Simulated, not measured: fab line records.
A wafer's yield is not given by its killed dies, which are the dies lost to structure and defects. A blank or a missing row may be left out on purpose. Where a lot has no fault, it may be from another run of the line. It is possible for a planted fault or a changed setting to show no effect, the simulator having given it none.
Chamber matching / flow n5-finfet / rie-diel-06 running N5_PASSIVATION_VIA_ETCH_13: 4 sister chambers
The step etches SiO2 in CHF3/O2, target depth 660 nm, time 330 s. 14 wafers are shown with their chamber, then 7 later ones without.

WAFERS, EACH WITH ITS CHAMBER
wafer=L303.3; chamber=1; showerhead-plenum-p-Torr (Torr)=2.34; drypump-motor-current-A (A)=6.0; rf-vpp-V (V)=533
wafer=L303.4; chamber=3; showerhead-plenum-p-Torr (Torr)=2.54; drypump-motor-current-A (A)=6.8; rf-vpp-V (V)=551
wafer=L303.5; chamber=3; showerhead-plenum-p-Torr (Torr)=2.54; drypump-motor-current-A (A)=6.8; rf-vpp-V (V)=551
wafer=L307.2; chamber=1; showerhead-plenum-p-Torr (Torr)=2.34; drypump-motor-current-A (A)=6.0; rf-vpp-V (V)=533
wafer=L307.5; chamber=0; showerhead-plenum-p-Torr (Torr)=2.43; drypump-motor-current-A (A)=6.1; rf-vpp-V (V)=500
wafer=L307.6; chamber=1; showerhead-plenum-p-Torr (Torr)=2.34; drypump-motor-current-A (A)=6.0; rf-vpp-V (V)=532
wafer=L311.2; chamber=0; showerhead-plenum-p-Torr (Torr)=2.43; drypump-motor-current-A (A)=6.1; rf-vpp-V (V)=501
wafer=L311.3; chamber=3; showerhead-plenum-p-Torr (Torr)=2.53; drypump-motor-current-A (A)=6.8; rf-vpp-V (V)=551
wafer=L311.5; chamber=0; showerhead-plenum-p-Torr (Torr)=2.43; drypump-motor-current-A (A)=6.1; rf-vpp-V (V)=501
wafer=L312.1; chamber=1; showerhead-plenum-p-Torr (Torr)=2.34; drypump-motor-current-A (A)=5.9; rf-vpp-V (V)=533
wafer=L312.3; chamber=3; showerhead-plenum-p-Torr (Torr)=2.53; drypump-motor-current-A (A)=6.8; rf-vpp-V (V)=552
wafer=L312.4; chamber=3; showerhead-plenum-p-Torr (Torr)=2.53; drypump-motor-current-A (A)=6.8; rf-vpp-V (V)=551
wafer=L316.2; chamber=2; showerhead-plenum-p-Torr (Torr)=2.36; drypump-motor-current-A (A)=4.9; rf-vpp-V (V)=510
wafer=L316.3; chamber=3; showerhead-plenum-p-Torr (Torr)=2.53; drypump-motor-current-A (A)=6.8; rf-vpp-V (V)=553

SIGNATURES, as means of the wafers listed above
reading=showerhead-plenum-p-Torr; chamber 0=2.4300; chamber 1=2.3400; chamber 2=2.3600; chamber 3=2.5333; scatter within a chamber=0.00365
reading=drypump-motor-current-A; chamber 0=6.100; chamber 1=5.975; chamber 2=4.900; chamber 3=6.800; scatter within a chamber=0.0274
reading=rf-vpp-V; chamber 0=500.67; chamber 1=532.75; chamber 2=510.00; chamber 3=551.50; scatter within a chamber=0.701
Rule: a wafer's distance from a chamber is the root of the sum, over the readings, of the square of ((its reading less the chamber's mean) divided by the reading's scatter). The wafer belongs to the nearest chamber; if the next one is less than 2 further off, it can't be placed. The scatter: the root of (the sum of the squares of (reading less its chamber's mean) over the shown wafers, divided by (wafers less chambers)).

WAFERS WHOSE CHAMBER IS MISSING
wafer=L316.5; showerhead-plenum-p-Torr (Torr)=2.33; drypump-motor-current-A (A)=6.0; rf-vpp-V (V)=533
wafer=L319.1; showerhead-plenum-p-Torr (Torr)=2.53; drypump-motor-current-A (A)=6.8; rf-vpp-V (V)=551
wafer=L319.2; showerhead-plenum-p-Torr (Torr)=2.33; drypump-motor-current-A (A)=6.0; rf-vpp-V (V)=531
wafer=L319.3; showerhead-plenum-p-Torr (Torr)=2.36; drypump-motor-current-A (A)=4.9; rf-vpp-V (V)=509
wafer=L318.1; showerhead-plenum-p-Torr (Torr)=2.53; drypump-motor-current-A (A)=6.8; rf-vpp-V (V)=551
wafer=L318.2; showerhead-plenum-p-Torr (Torr)=2.36; drypump-motor-current-A (A)=4.9; rf-vpp-V (V)=510
wafer=L318.3; showerhead-plenum-p-Torr (Torr)=2.33; drypump-motor-current-A (A)=6.0; rf-vpp-V (V)=533

CHAMBER TAKEN BY EACH
wafer=L316.5; from the rows above=1; in truth=1
wafer=L319.1; from the rows above=3; in truth=3
wafer=L319.2; from the rows above=1; in truth=1
wafer=L319.3; from the rows above=2; in truth=2
wafer=L318.1; from the rows above=3; in truth=3
wafer=L318.2; from the rows above=2; in truth=2
wafer=L318.3; from the rows above=1; in truth=1
Placed correctly: 7 of 7. Number that these rows cannot place: 0. 0 placed wrongly.
